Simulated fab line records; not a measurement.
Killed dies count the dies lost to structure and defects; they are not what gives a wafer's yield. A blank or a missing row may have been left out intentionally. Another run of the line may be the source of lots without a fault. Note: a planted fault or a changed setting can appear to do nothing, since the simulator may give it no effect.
fab line records    flow n5-finfet
record: lots: 7  wafers: 21
route steps=1938 shown BEOL_M0_SAQP@638 BEOL_M0@715 BEOL_M1@770 BEOL_M2@841
start-h: the number of hours between the record's first day and the start of the first shown wafer of the lot    wait-h: hours since the lot's step before    " same as the row above    L1.1+2: a row that stands for several wafers    - no value present, or no start provided    * or withheld: withheld    < > ~ a bound
route shown NAME@n: NAME is a module with steps in the file, n the number in the route of the first one    usual: average and standard deviation across the fault-free wafers    same: alike in all rows    chamber/n: place in a boat    sites: per-site readings    _std_site: standard deviation across them    _edge_site: mean of outer sites minus mean of inner sites    radius-mm: for every site, how far away it sits from the centre of the wafer    mask NAME#n: copy n    behind: the most recent tool/chamber to have shaped the wafer    hold: why the lot went on hold/how many hours it stayed there/how the hold came to an end    device: whichever transistor did not switch (one of n, p or np)    end of line: tests run on the same wafers once the route is complete    for a step that has no rows: nothing shown but its recipe    killed: dies that structure and defects cost at the first sort, which is not the same as the wafer's yield    map: a wafer's dies, x killed, . not, _ none there
set.NAME: the setting as run; set.NAME@STEP: as run at that earlier step    model.NAME: the simulator's own value behind a step, which no gauge read
lots whose settings were changed on purpose; a table a step, a row a wafer
== steps ==
step: N5_BEOL_M0_SAQP_PECVD_04
recipe: material: a-Si  target-thk-a: 600  temp-c: 350  precursor: SiH4/He  pressure-torr: 3  rf-w: 100  time-s: 60.2
lot.wafer  tool      chamber  start-h  wait-h  set.time-s  model.a-Si_of_BEOL_M0_SAQP_PECVD_04.thk-nm
L078.4     pecvd-03  0        130.78   0.0     60.2        60.2
L078.5     "         2        "        "       60.2        59.6
L078.6     "         1        "        "       60.2        61.8
L080.1+2   pecvd-04  2,1      147.61   0.0     60.2        59.2
L080.6     "         0        "        "       60.2        60.4
L081.1     pecvd-03  2        151.86   0.0     60.2        58.4
L081.3     "         0        "        "       60.2        59.4
L081.5     "         0        "        "       60.2        60.6
L083.1     pecvd-01  0        159.42   0.0     60.2        58.8
L083.2     "         2        "        "       60.2        59.2
L083.4     "         1        "        "       56.94       57
L084.2     pecvd-03  0        169.12   0.0     60.2        58.8
L084.5     "         2        "        "       60.2        59.4
L084.6     "         0        "        "       60.2        60
L088.1+4   pecvd-01  1,0      190.57   0.0     60.2        59.2
L088.3     "         0        "        "       64.59       62.6
L091.1     pecvd-04  0        212.24   0.0     52.84       52.2
L091.4     "         0        "        "       52.84       53.2
L091.6     "         1        "        "       60.2        60.8
step: N5_BEOL_M0_SAQP_THK_MEAS_05
usual: thk-nm: 59.8/0.79
lot.wafer  tool           chamber  start-h  wait-h  set.time-s@BEOL_M0_SAQP_PECVD_04  thk-nm
L078.4     film-metro-02  -        130.85   0.0     60.2                              60.3
L078.5     "              -        "        "       60.2                              59.6
L078.6     "              -        "        "       60.2                              61.8
L080.1     film-metro-02  -        147.71   0.1     60.2                              59.1
L080.2     "              -        "        "       60.2                              59.2
L080.6     "              -        "        "       60.2                              60.3
L081.1     film-metro-02  -        151.95   0.1     60.2                              58.4
L081.3     "              -        "        "       60.2                              59.5
L081.5     "              -        "        "       60.2                              60.6
L083.1     film-metro-02  -        159.52   0.1     60.2                              58.7
L083.2     "              -        "        "       60.2                              59.3
L083.4     "              -        "        "       56.94                             56.9
L084.2     film-metro-02  -        169.22   0.1     60.2                              58.8
L084.5     "              -        "        "       60.2                              59.4
L084.6     "              -        "        "       60.2                              60.0
L088.1     film-metro-01  -        190.66   0.1     60.2                              59.2
L088.3     "              -        "        "       64.59                             62.6
L088.4     "              -        "        "       60.2                              59.2
L091.1     film-metro-02  -        212.34   0.1     52.84                             52.2
L091.4     "              -        "        "       52.84                             53.2
L091.6     "              -        "        "       60.2                              60.7
step: N5_BEOL_M0_SAQP_HM_DEP_111
recipe: material: SiO2  target-thk-a: 120  temp-c: 400  precursor: SiH4/N2O  pressure-torr: 0.75  rf-w: 275  time-s: 7.2
step: N5_BEOL_M0_SAQP_COAT_81
recipe: resist: SOC  temp-c: 250  time-s: 60  spin-rpm: 1500  resist-thk-nm: 100
step: N5_BEOL_M0_SAQP_HM_OPEN_112
recipe: chemistry: CHF3/O2  target: SiO2  stop-on: a-Si  target-depth-a: 120  over-etch-frac: 1.25  mask-material: SOC  time-s: 13.5  pressure-mtorr: 30  source-w: 650  bias-w: 170  Ar_flow_sccm: 200  CHF3_flow_sccm: 50  O2_flow_sccm: 5  ion-energy-ev: 200  ends: end-point
step: N5_BEOL_M0_SAQP_STRIP_113
recipe: chemistry: CHF3/O2  resist: SiARC  rf-frequency-hz: 6e+07
step: N5_BEOL_M0_SAQP_MANDREL_ETCH_20
recipe: target-depth-a: 600  chemistry: HBr/Cl2  target: a-Si  stop-on: SiNx  bt-time-s: 10  mask-material: SOC  over-etch-frac: 0.5  time-s: 30  pressure-mtorr: 10  icp-w: 800  bias-w: 75  HBr_flow_sccm: 150  Cl2_flow_sccm: 80  ends: end-point
lot.wafer  tool       chamber  start-h  wait-h  set.time-s@BEOL_M0_SAQP_PECVD_04  model.etch.depth-nm
L078.4     rie-si-05  2        131.93   0.0     60.2                              60.27
L078.5     "          3        "        "       60.2                              59.6
L078.6     "          0        "        "       60.2                              61.85
L080.1     rie-si-05  2        148.50   0.0     60.2                              59.12
L080.2     "          0        "        "       60.2                              59.24
L080.6     "          0        "        "       60.2                              60.37
L081.1     rie-si-05  2        152.67   0.0     60.2                              58.38
L081.3     "          1        "        "       60.2                              59.47
L081.5     "          3        "        "       60.2                              60.65
L083.1     rie-si-02  1        160.37   0.0     60.2                              58.71
L083.2     "          3        "        "       60.2                              59.25
L083.4     "          0        "        "       56.94                             56.95
L084.2     rie-si-02  1        170.07   0.0     60.2                              58.77
L084.5     "          0        "        "       60.2                              59.38
L084.6     "          1        "        "       60.2                              59.83
L088.1     rie-si-05  0        191.52   0.0     60.2                              59.1
L088.3     "          2        "        "       64.59                             62.68
L088.4     "          1        "        "       60.2                              59.17
L091.1     rie-si-02  2        213.20   0.0     52.84                             52.2
L091.4     "          1        "        "       52.84                             53.11
L091.6     "          3        "        "       60.2                              60.73
step: N5_BEOL_M0_SAQP_STRIP_86
recipe: chemistry: N2/H2  power-w: 500  temp-c: 40  pressure-mtorr: 50  rf-frequency-hz: 6e+07  overash-fraction: 0.3  bias-power-w: 28  h2-frac: 0.5  n2-flow-sccm: 300  h2-flow-sccm: 300
step: N5_BEOL_M0_SAQP_STRIP_115
recipe: chemistry: post-etch-residue-remover  time-s: 60  temp-c: 25  remover-ph: withheld  remover-water-wt-pct: withheld  remover-fluoride-wt-pct: withheld
step: N5_BEOL_M0_SAQP_RECESS_114
recipe: chemistry: HF/NH3  target: SiO2  target-depth-a: 144  afs-cycles: 3  temp-c: 30  sublimation-temp-c: 180  sublimation-time-s: 60
step: N5_BEOL_M0_SAQP_SPACER1_ALD_98
recipe: material: SiO2  target-thk-a: 128  temp-c: 300  ald-precursor-family: BDEAS  ald-co-reactant: O2-plasma  pulse-time-s: 1  purge-time-s: 2  co-reactant-purge-time-s: 2  ald-cycles: 138  pressure-torr: 2
step: N5_BEOL_M0_SAQP_SPACER1_ETCHBACK_99
recipe: chemistry: CHF3/O2  mode: anisotropic-etchback  target: SiO2  target-depth-a: 154  time-s: 7.7  pressure-mtorr: 30  source-w: 650  bias-w: 170  Ar_flow_sccm: 200  CHF3_flow_sccm: 50  O2_flow_sccm: 5  ion-energy-ev: 200
lot.wafer  tool         chamber  start-h  wait-h  set.time-s@BEOL_M0_SAQP_PECVD_04  model.a-Si_of_BEOL_M0_SAQP_PECVD_04.thk-nm
L078.4     rie-diel-06  3        133.04   0.0     60.2                              59.6
L078.5     "            3        "        "       60.2                              59
L078.6     "            2        "        "       60.2                              61.2
L080.1+2   rie-diel-03  3,0      149.62   0.3     60.2                              58.6
L080.6     "            0        "        "       60.2                              59.8
L081.1     rie-diel-04  0        153.76   0.3     60.2                              57.8
L081.3     "            3        "        "       60.2                              58.8
L081.5     "            0        "        "       60.2                              60
L083.1     rie-diel-03  1        162.42   0.4     60.2                              58.2
L083.2     "            3        "        "       60.2                              58.6
L083.4     "            0        "        "       56.94                             56.4
L084.2     rie-diel-06  3        172.47   0.5     60.2                              58.2
L084.5     "            2        "        "       60.2                              58.8
L084.6     "            3        "        "       60.2                              59.2
L088.1     rie-diel-04  0        193.33   0.3     60.2                              58.4
L088.3     "            2        "        "       64.59                             62
L088.4     "            1        "        "       60.2                              58.6
L091.1     rie-diel-03  1        214.29   0.3     52.84                             51.6
L091.4     "            2        "        "       52.84                             52.4
L091.6     "            3        "        "       60.2                              60.2
step: N5_BEOL_M0_SAQP_MANDREL1_REMOVE_100
recipe: chemistry: HBr/Cl2/O2  bt-time-s: 10  target: a-Si  stop-on: SiNx  endpoint: OES-SiCl  over-etch-frac: 0.85  icp-w: 600  bias-w: 30  HBr_flow_sccm: 150  Cl2_flow_sccm: 80  O2_flow_sccm: 5  pressure-mtorr: 10
step: N5_BEOL_M0_SAQP_ETCH_101
recipe: chemistry: CH3F/O2  target: SiNx  mask-material: SiO2  target-depth-a: 299  time-s: 42.7  pressure-mtorr: 30  source-w: 395  bias-w: 73  Ar_flow_sccm: 150  CH3F_flow_sccm: 30  O2_flow_sccm: 20  ion-energy-ev: 120
step: N5_BEOL_M0_SAQP_ETCH_102
recipe: chemistry: CF4  target: SiO2  target-depth-a: 40  ion-energy-ev: 350  time-s: 4.4  pressure-mtorr: 10  icp-w: 800  bias-w: 400  cf4-flow-sccm: 80
step: N5_BEOL_M0_SAQP_MANDREL_ETCH_103
recipe: chemistry: HBr/Cl2  target: a-Si  target-depth-a: 450  bt-time-s: 10  stop-on: SiCN  mask-material: SiO2  over-etch-frac: 0.8  time-s: 27  pressure-mtorr: 10  icp-w: 800  bias-w: 75  HBr_flow_sccm: 150  Cl2_flow_sccm: 80  ends: end-point
lot.wafer  tool       chamber  start-h  wait-h  set.time-s@BEOL_M0_SAQP_PECVD_03  model.SiCN_of_BEOL_M0_SAQP_PECVD_03.thk-nm
L078.4+6   rie-si-04  1        133.41   0.0     21.1                              9
L078.5     "          0        "        "       21.1                              8.8
L080.1+2   rie-si-04  1,2      149.99   0.0     21.1                              9
L080.6     "          2        "        "       21.1                              9.2
L081.1+3   rie-si-04  3,1      154.27   0.0     23.66                             10.4
L081.5     "          0        "        "       21.1                              9.2
L083.1+2   rie-si-02  3,0      162.85   0.0     21.1                              8.8
L083.4     "          2        "        "       18.13                             7.6
L084.2     rie-si-02  3        172.84   0.0     21.1                              8.6
L084.5     "          1        "        "       21.1                              9.2
L084.6     "          2        "        "       21.1                              8.8
L088.1     rie-si-04  1        193.79   0.0     21.1                              9
L088.3     "          0        "        "       21.1                              8.6
L088.4     "          2        "        "       23.2                              10.2
L091.1     rie-si-05  2        214.66   0.0     19.63                             8
L091.4     "          1        "        "       19.63                             8.2
L091.6     "          2        "        "       21.1                              8.8
step: N5_BEOL_M0_SAQP_RECESS_104
recipe: chemistry: HF/NH3  target: SiO2  target-depth-a: 180  afs-cycles: 3  temp-c: 30  sublimation-temp-c: 180  sublimation-time-s: 60
lot.wafer  tool           chamber  start-h  wait-h  set.time-s@BEOL_M0_SAQP_PECVD_03  model.SiCN_of_BEOL_M0_SAQP_PECVD_03.thk-nm
L078.4     vapor-etch-02  1        133.61   0.2     21.1                              8.6
L078.5     "              1        "        "       21.1                              8.4
L078.6     "              0        "        "       21.1                              8.8
L080.1+2   vapor-etch-02  0,1      150.43   0.4     21.1                              8.8
L080.6     "              1        "        "       21.1                              9
L081.1     vapor-etch-01  0        154.35   0.1     23.66                             10
L081.3     "              0        "        "       23.66                             10.2
L081.5     "              0        "        "       21.1                              9
L083.1+2   vapor-etch-01  0,1      162.94   0.1     21.1                              8.6
L083.4     "              0        "        "       18.13                             7.2
L084.2     vapor-etch-01  0        172.92   0.1     21.1                              8.4
L084.5     "              1        "        "       21.1                              9
L084.6     "              0        "        "       21.1                              8.6
L088.1     vapor-etch-02  1        193.87   0.1     21.1                              8.8
L088.3     "              0        "        "       21.1                              8.4
L088.4     "              1        "        "       23.2                              10
L091.1     vapor-etch-01  1        214.74   0.1     19.63                             7.6
L091.4     "              0        "        "       19.63                             7.8
L091.6     "              1        "        "       21.1                              8.6
step: N5_BEOL_M0_SAQP_ETCH_107
recipe: chemistry: CH3F/O2  target: SiNx  target-depth-a: 300  mask-material: SOC  pressure-mtorr: 30  source-w: 395  bias-w: 73  Ar_flow_sccm: 150  CH3F_flow_sccm: 30  O2_flow_sccm: 20  ion-energy-ev: 120
usual: rf-vpp-V: 297/4.3
lot.wafer  tool         chamber  start-h  wait-h  set.bias-w  rf-vpp-V
L078.4     rie-diel-03  3        134.02   0.0     84.69       337
L078.5     "            0        "        "       73          302
L078.6     "            1        "        "       84.69       332
L080.1     rie-diel-04  3        150.94   0.0     73          296
L080.2     "            1        "        "       60.64       256
L080.6     "            2        "        "       60.64       259
L081.1     rie-diel-06  1        154.92   0.0     73          290
L081.3     "            3        "        "       73          290
L081.5     "            3        "        "       73          292
L083.1     rie-diel-04  1        163.44   0.0     60          254
L083.2     "            3        "        "       60          252
L083.4     "            0        "        "       73          306
L084.2     rie-diel-04  2        173.43   0.0     73          298
L084.5     "            0        "        "       73          304
L084.6     "            1        "        "       73          295
L088.1     rie-diel-06  3        194.38   0.0     62.49       256
L088.3     "            0        "        "       62.49       266
L088.4     "            2        "        "       62.49       262
L091.1     rie-diel-03  0        215.25   0.0     61.81       263
L091.4     "            3        "        "       61.81       261
L091.6     "            0        "        "       61.81       264
step: N5_BEOL_M0_SAQP_SPACER2_ALD_26
recipe: material: SiO2  target-thk-a: 150  temp-c: 300  ald-precursor-family: BDEAS  ald-co-reactant: O2-plasma  pulse-time-s: 1  purge-time-s: 2  co-reactant-purge-time-s: 2  pressure-torr: 2
lot.wafer  tool        chamber  start-h  wait-h  set.target-thk-a  model.SiO2_of_BEOL_M0_SAQP_SPACER2_ALD_26.thk-nm
L078.4+5   ald-sin-02  3,1      134.50   0.3     136.2             13.6
L078.6     "           0        "        "       150               15
L080.1     ald-sin-04  2        151.43   0.3     150               14.8
L080.2     "           3        "        "       150               15
L080.6     "           0        "        "       134.5             13.4
L081.1+3   ald-sin-01  2,1      155.41   0.4     150               15
L081.5     "           3        "        "       150               14.8
L083.1     ald-sin-01  3        163.69   0.1     158.8             16
L083.2+4   "           1,0      "        "       158.8             15.8
L084.2+5   ald-sin-01  2,0      173.68   0.1     150               14.8
L084.6     "           1        "        "       150               15
L088.1+3   ald-sin-02  1,3      194.63   0.1     150               15
L088.4     "           0        "        "       168.7             16.8
L091.1+6   ald-sin-02  2,0      216.17   0.8     150               15
L091.4     "           3        "        "       150               15.2
step: N5_BEOL_M0_SAQP_SPACER2_ETCHBACK_27
recipe: chemistry: CHF3/O2  mode: anisotropic-etchback  target: SiO2  target-depth-a: 225  time-s: 11.25  pressure-mtorr: 30  source-w: 650  bias-w: 170  Ar_flow_sccm: 200  CHF3_flow_sccm: 50  O2_flow_sccm: 5  ion-energy-ev: 200
step: N5_BEOL_M0_SAQP_MANDREL2_REMOVE_110
recipe: chemistry: HBr/Cl2/O2  bt-time-s: 10  target: a-Si  stop-on: SiCN  endpoint: OES-SiCl  over-etch-frac: 1  icp-w: 600  bias-w: 30  HBr_flow_sccm: 150  Cl2_flow_sccm: 80  O2_flow_sccm: 5  pressure-mtorr: 10
lot.wafer  tool       chamber  start-h  wait-h  set.target-thk-a@BEOL_M0_SAQP_SPACER2_ALD_26  model.BEOL_M0_SAQP.cd-nm  model.SiO2_of_BEOL_M0_SAQP_SPACER2_ALD_26.thk-nm
L078.4+5   rie-si-05  3,2      134.88   0.1     136.2                                         13.6                      9.2
L078.6     "          1        "        "       150                                           14.8                      10.4
L080.1     rie-si-02  0        152.08   0.1     150                                           14.8                      10.4
L080.2     "          2        "        "       150                                           14.8                      10.6
L080.6     "          0        "        "       134.5                                         13.4                      9
L081.1     rie-si-02  2        156.05   0.1     150                                           14.8                      10.6
L081.3     "          1        "        "       150                                           15                        10.6
L081.5     "          3        "        "       150                                           14.8                      10.4
L083.1     rie-si-05  1        164.33   0.1     158.8                                         16                        11.6
L083.2+4   "          3,2      "        "       158.8                                         15.8                      11.4
L084.2+5   rie-si-02  0,3      174.34   0.1     150                                           14.8                      10.4
L084.6     "          2        "        "       150                                           14.8                      10.6
L088.1+3   rie-si-05  2,0      195.40   0.1     150                                           15                        10.6
L088.4     "          1        "        "       168.7                                         17                        12.4
L091.1+6   rie-si-04  2,0      216.81   0.1     150                                           15                        10.6
L091.4     "          1        "        "       150                                           15                        10.8
step: N5_BEOL_M0_SAQP_CD_MEAS_29
recipe: target-cd-nm: 14.4  landing-energy-ev: 1000  detector: se-inlens
usual: cd-nm: 14.94/0.2
lot.wafer  tool       chamber  start-h  wait-h  set.target-thk-a@BEOL_M0_SAQP_SPACER2_ALD_26  cd-nm
L078.4     cd-sem-02  0        134.99   0.1     136.2                                         13.18
L078.5     "          0        "        "       136.2                                         13.82
L078.6     "          0        "        "       150                                           15.18
L080.1     cd-sem-03  0        152.19   0.1     150                                           14.72
L080.2     "          0        "        "       150                                           14.87
L080.6     "          0        "        "       134.5                                         13.48
L081.1     cd-sem-03  0        156.16   0.1     150                                           14.88
L081.3     "          0        "        "       150                                           15.07
L081.5     "          0        "        "       150                                           15.00
L083.1     cd-sem-03  0        164.44   0.1     158.8                                         16.16
L083.2     "          0        "        "       158.8                                         15.61
L083.4     "          0        "        "       158.8                                         15.63
L084.2     cd-sem-02  0        174.45   0.1     150                                           14.65
L084.5     "          0        "        "       150                                           15.02
L084.6     "          0        "        "       150                                           14.74
L088.1     cd-sem-03  0        195.51   0.1     150                                           14.91
L088.3     "          0        "        "       150                                           15.02
L088.4     "          0        "        "       168.7                                         17.13
L091.1     cd-sem-01  0        216.92   0.1     150                                           14.90
L091.4     "          0        "        "       150                                           14.86
L091.6     "          0        "        "       150                                           14.99
step: N5_BEOL_M0_ETCH_138
recipe: chemistry: CH3F/O2  target-depth-a: 120  target: SiCN  time-s: 31.6  ion-energy-ev: 120  pressure-mtorr: 30  source-w: 395  bias-w: 75  Ar_flow_sccm: 150  CH3F_flow_sccm: 30  O2_flow_sccm: 20  ends: cleared
usual: rf-vpp-V: 298.0/1.7
lot.wafer  tool         chamber  start-h  wait-h  set.source-w  rf-vpp-V
L078.4     rie-diel-01  0        137.10   0.0     446.4         286.9
L078.5     "            2        "        "       395           295.4
L078.6     "            3        "        "       446.4         284.1
L080.1     rie-diel-01  3        154.66   0.0     366.3         303.4
L080.2     "            0        "        "       366.3         305.2
L080.6     "            3        "        "       366.3         304.2
L081.1     rie-diel-02  1        158.48   0.0     395           301.5
L081.3     "            0        "        "       395           299.2
L081.5     "            0        "        "       395           298.4
L083.1     rie-diel-02  2        166.47   0.0     366.7         304.8
L083.2     "            3        "        "       395           299.0
L083.4     "            0        "        "       366.7         306.8
L084.2     rie-diel-02  1        176.55   0.0     395           300.4
L084.5     "            1        "        "       395           300.3
L084.6     "            2        "        "       395           298.3
L088.1     rie-diel-01  1        197.58   0.0     444.4         288.2
L088.3     "            0        "        "       395           296.5
L088.4     "            3        "        "       444.4         284.1
L091.1     rie-diel-02  2        219.15   0.0     395           298.3
L091.4     "            1        "        "       395           299.2
L091.6     "            3        "        "       395           299.7
step: N5_BEOL_M0_HM_OPEN_105
recipe: chemistry: Cl2/BCl3  target-depth-a: 120  target: TiN  ion-energy-ev: 150  pressure-mtorr: 10  icp-w: 1000  bias-w: 126  Cl2_flow_sccm: 53.25  bcl3-flow-sccm: 21.75  Ar_flow_sccm: 25
lot.wafer  tool          chamber  start-h  wait-h  set.target-thk-a@BEOL_M0_SAQP_SPACER2_ALD_26  model.SiO2_of_BEOL_M0_SAQP_SPACER2_ALD_26.thk-nm
L078.4+5   rie-metal-03  0        137.29   0.1     136.2                                         1.8
L078.6     "             1        "        "       150                                           2.6
L080.1     rie-metal-03  1        157.65   2.9     150                                           2.4
L080.2     "             0        "        "       150                                           2.8
L080.6     "             0        "        "       134.5                                         1.6
L081.1+3   rie-metal-03  0        158.60   0.1     150                                           2.4
L081.5     "             1        "        "       150                                           2.6
L083.1+2   rie-metal-03  1,0      168.39   1.9     158.8                                         3.6
L083.4     "             1        "        "       158.8                                         4
L084.2     rie-metal-03  0        178.00   1.4     150                                           2.8
L084.5+6   "             1,0      "        "       150                                           2.6
L088.1     rie-metal-03  0        199.14   1.5     150                                           2.6
L088.3     "             0        "        "       150                                           3
L088.4     "             1        "        "       168.7                                         4.4
L091.1     rie-metal-03  1        220.14   1.0     150                                           2.8
L091.4     "             1        "        "       150                                           3
L091.6     "             1        "        "       150                                           2.6
step: N5_BEOL_M1_ETCH_64
recipe: chemistry: N2/H2  target: SOC  target-depth-a: 750  overetch-a: 150  mask-material: SiARC  temp-c: 40  time-s: 112.5  ion-energy-ev: 200  pressure-mtorr: 30  source-w: 840  bias-w: 150  n2-flow-sccm: 200  h2-flow-sccm: 200
usual: rf-vpp-V: 524.6/2.2
lot.wafer  tool         chamber  start-h  wait-h  set.source-w  rf-vpp-V
L078.4     rie-diel-06  3        143.14   0.0     840           520.1
L078.5     "            1        "        "       840           524.2
L078.6     "            2        "        "       840           520.6
L080.1     rie-diel-04  1        163.14   0.0     719.8         555.1
L080.2     "            0        "        "       840           524.9
L080.6     "            1        "        "       719.8         554.4
L081.1     rie-diel-03  1        166.24   0.0     840           526.3
L081.3     "            3        "        "       840           525.7
L081.5     "            1        "        "       840           525.0
L083.1     rie-diel-04  0        176.08   0.0     840           525.3
L083.2     "            3        "        "       840           526.7
L083.4     "            1        "        "       840           527.6
L084.2     rie-diel-06  1        185.80   0.0     840           523.7
L084.5     "            2        "        "       840           521.9
L084.6     "            1        "        "       840           523.9
L088.1     rie-diel-04  1        205.83   0.0     840           527.7
L088.3     "            2        "        "       840           525.5
L088.4     "            0        "        "       840           525.5
L091.1     rie-diel-03  1        225.39   0.0     749           545.8
L091.4     "            3        "        "       840           524.9
L091.6     "            1        "        "       840           527.9
step: N5_BEOL_M2_ILD_DEP_00
recipe: material: SiOC  target-thk-a: 790  temp-c: 350  precursor: DEMS/O2  pressure-torr: 5  rf-w: 500  time-s: 15.3
lot.wafer  tool      chamber  start-h  wait-h  set.time-s  model.SiOC_of_BEOL_M2_ILD_DEP_00.thk-nm
L078.4     pecvd-02  2        168.09   0.1     15.3        80.2
L078.5     "         0        "        "       15.3        79.2
L078.6     "         1        "        "       15.3        78.8
L080.1     pecvd-04  0        173.17   0.0     15.3        77
L080.2     "         1        "        "       15.3        77.6
L080.6     "         1        "        "       15.3        79.4
L081.1     pecvd-02  2        176.68   0.0     16.36       85.6
L081.3     "         0        "        "       15.3        79.4
L081.5     "         0        "        "       15.3        79.6
L083.1     pecvd-02  0        182.46   0.0     15.3        77.8
L083.2     "         1        "        "       15.3        78
L083.4     "         1        "        "       14.19       73.2
L084.2     pecvd-03  1        203.53   0.0     15.3        78.6
L084.5     "         1        "        "       15.3        79.2
L084.6     "         0        "        "       15.3        80.8
L088.1     pecvd-02  1        219.98   0.0     15.3        79.4
L088.3     "         2        "        "       15.3        80
L088.4     "         2        "        "       15.3        81.6
L091.1     pecvd-02  1        238.69   0.0     13.01       65.6
L091.4     "         2        "        "       13.01       68.2
L091.6     "         0        "        "       15.3        80
step: N5_BEOL_M2_THK_MEAS_01
recipe: reads: SiOC_of_BEOL_M2_ILD_DEP_00
usual: M2_ILD_THK: 79.2/1.1
lot.wafer  tool           chamber  start-h  wait-h  set.time-s@BEOL_M2_ILD_DEP_00  M2_ILD_THK[nm]
L078.4     film-metro-02  -        168.14   0.0     15.3                           80.3
L078.5     "              -        "        "       15.3                           79.3
L078.6     "              -        "        "       15.3                           78.8
L080.1     film-metro-02  -        173.24   0.0     15.3                           77.0
L080.2     "              -        "        "       15.3                           77.7
L080.6     "              -        "        "       15.3                           79.3
L081.1     film-metro-02  -        176.75   0.0     16.36                          85.5
L081.3     "              -        "        "       15.3                           79.4
L081.5     "              -        "        "       15.3                           79.6
L083.1     film-metro-01  -        182.53   0.0     15.3                           77.9
L083.2     "              -        "        "       15.3                           78.0
L083.4     "              -        "        "       14.19                          73.2
L084.2     film-metro-02  -        203.61   0.1     15.3                           78.5
L084.5     "              -        "        "       15.3                           79.2
L084.6     "              -        "        "       15.3                           80.8
L088.1     film-metro-02  -        220.05   0.0     15.3                           79.4
L088.3     "              -        "        "       15.3                           80.1
L088.4     "              -        "        "       15.3                           81.7
L091.1     film-metro-01  -        238.75   0.0     13.01                          65.5
L091.4     "              -        "        "       13.01                          68.1
L091.6     "              -        "        "       15.3                           80.1
== key ==
split: step: N5_BEOL_M0_SAQP_PECVD_04  setting: time-s  stated: 60.2  by: wafer
response: step: N5_BEOL_M0_SAQP_PECVD_04  reading: model.a-Si_of_BEOL_M0_SAQP_PECVD_04.thk-nm  change: +0.58  per: 1%  r: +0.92
response: step: N5_BEOL_M0_SAQP_THK_MEAS_05  reading: thk-nm  change: *  per: 1%  r: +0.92
response: step: N5_BEOL_M0_SAQP_MANDREL_ETCH_20  reading: model.etch.depth-nm  change: +0.584  per: 1%  r: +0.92
response: step: N5_BEOL_M0_SAQP_SPACER1_ETCHBACK_99  reading: model.a-Si_of_BEOL_M0_SAQP_PECVD_04.thk-nm  change: +0.589  per: 1%  r: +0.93
split: step: N5_BEOL_M0_SAQP_ETCH_107  setting: bias-w  stated: 73  by: wafer
response: step: N5_BEOL_M0_SAQP_ETCH_107  reading: rf-vpp-V  change: +2.47  per: 1%  r: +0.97
split: step: N5_BEOL_M0_SAQP_SPACER2_ALD_26  setting: target-thk-a  stated: 150  by: wafer
response: step: N5_BEOL_M0_SAQP_SPACER2_ALD_26  reading: model.SiO2_of_BEOL_M0_SAQP_SPACER2_ALD_26.thk-nm  change: +0.147  per: 1%  r: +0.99
response: step: N5_BEOL_M0_SAQP_MANDREL2_REMOVE_110  reading: model.BEOL_M0_SAQP.cd-nm  change: +0.145  per: 1%  r: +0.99
response: step: N5_BEOL_M0_SAQP_MANDREL2_REMOVE_110  reading: model.SiO2_of_BEOL_M0_SAQP_SPACER2_ALD_26.thk-nm  change: +0.141  per: 1%  r: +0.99
response: step: N5_BEOL_M0_SAQP_CD_MEAS_29  reading: cd-nm  change: +0.161  per: 1%  r: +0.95
response: step: N5_BEOL_M0_HM_OPEN_105  reading: model.SiO2_of_BEOL_M0_SAQP_SPACER2_ALD_26.thk-nm  change: +0.109  per: 1%  r: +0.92
split: step: N5_BEOL_M0_ETCH_138  setting: source-w  stated: 395  by: wafer
response: step: N5_BEOL_M0_ETCH_138  reading: rf-vpp-V  change: -0.812  per: 1%  r: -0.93
split: step: N5_BEOL_M1_ETCH_64  setting: source-w  stated: 840  by: wafer
response: step: N5_BEOL_M1_ETCH_64  reading: rf-vpp-V  change: -1.98  per: 1%  r: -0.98
split: step: N5_BEOL_M2_ILD_DEP_00  setting: time-s  stated: 15.3  by: wafer
response: step: N5_BEOL_M2_ILD_DEP_00  reading: model.SiOC_of_BEOL_M2_ILD_DEP_00.thk-nm  change: +0.839  per: 1%  r: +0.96
response: step: N5_BEOL_M2_THK_MEAS_01  reading: M2_ILD_THK  change: +0.844  per: 1%  r: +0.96
split outside-this-file step=N5_BEOL_M0_SAQP_PECVD_03 setting=time-s
split outside-this-file: this setting was split too, and the file shows its column; the key of that split is in another file
